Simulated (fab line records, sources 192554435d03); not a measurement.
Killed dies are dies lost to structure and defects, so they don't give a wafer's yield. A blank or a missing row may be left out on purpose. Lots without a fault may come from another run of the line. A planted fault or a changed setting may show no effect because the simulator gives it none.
Chamber matching | flow n5_finfet | N5_BEOL_M2_PECVD_72 on pecvd-03: 3 sister chambers
The step deposits SiO2 from TEOS/O2, target thk 16 nm, time 18 s. 16 wafers are shown with their chamber, then 8 later ones without.

WAFERS WITH THEIR CHAMBER
wafer  | chamber | showerhead_plenum_p_Torr (Torr) | throttle_valve_pct (%) | heater_power_w (W)
L459.4 | 1       | 8.81                            | 22.8                   | 840
L459.5 | 0       | 8.79                            | 22.0                   | 714
L459.6 | 2       | 8.70                            | 22.5                   | 730
L461.2 | 1       | 8.82                            | 22.6                   | 836
L461.3 | 2       | 8.70                            | 22.7                   | 705
L461.4 | 2       | 8.70                            | 22.6                   | 709
L463.1 | 2       | 8.69                            | 22.6                   | 737
L463.2 | 0       | 8.80                            | 21.8                   | 731
L463.4 | 1       | 8.81                            | 22.6                   | 706
L464.1 | 1       | 8.80                            | 22.8                   | 756
L464.3 | 2       | 8.73                            | 22.7                   | 658
L464.4 | 2       | 8.72                            | 22.6                   | 671
L465.1 | 1       | 8.82                            | 23.0                   | 792
L465.2 | 0       | 8.78                            | 22.3                   | 617
L465.5 | 0       | 8.78                            | 22.2                   | 611
L466.2 | 0       | 8.79                            | 22.0                   | 670

SIGNATURES (means of the wafers above)
reading                  | chamber 0 | chamber 1 | chamber 2 | scatter within a chamber
showerhead_plenum_p_Torr | 8.7880    | 8.8120    | 8.7067    | 0.0114
throttle_valve_pct       | 22.060    | 22.760    | 22.617    | 0.15
heater_power_w           | 668.60    | 786.00    | 701.67    | 47.8
Rule: a wafer's distance from a chamber is the root of the sum, over the readings, of the square of ((its reading less the chamber's mean) divided by the reading's scatter). The wafer belongs to the nearest chamber; if the next one is less than 2 further off, it can't be placed. The scatter: the root of (the sum of the squares of (reading less its chamber's mean) over the shown wafers, divided by (wafers less chambers)).

WAFERS WITHOUT THEIR CHAMBER
wafer  | showerhead_plenum_p_Torr (Torr) | throttle_valve_pct (%) | heater_power_w (W)
L466.3 | 8.81                            | 22.5                   | 819
L466.6 | 8.71                            | 22.5                   | 613
L477.1 | 8.80                            | 22.6                   | 820
L477.4 | 8.81                            | 22.7                   | 838
L477.6 | 8.77                            | 22.5                   | 736
L478.1 | 8.77                            | 22.2                   | 735
L478.2 | 8.82                            | 22.8                   | 690
L478.6 | 8.69                            | 20.8                   | 709

WHICH CHAMBER EACH WENT THROUGH
wafer  | from the rows above     | in truth
L466.3 | 1                       | 1
L466.6 | 2                       | 2
L477.1 | 1                       | 1
L477.4 | 1                       | 1
L477.6 | can't be placed: 0 or 1 | 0
L478.1 | 0                       | 0
L478.2 | 1                       | 1
L478.6 | can't be placed: 0 or 2 | 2
Placed correctly: 6 of 8. Can't be placed from these rows: 2 (the true chamber is among the candidates in 2). Placed wrongly: 0.
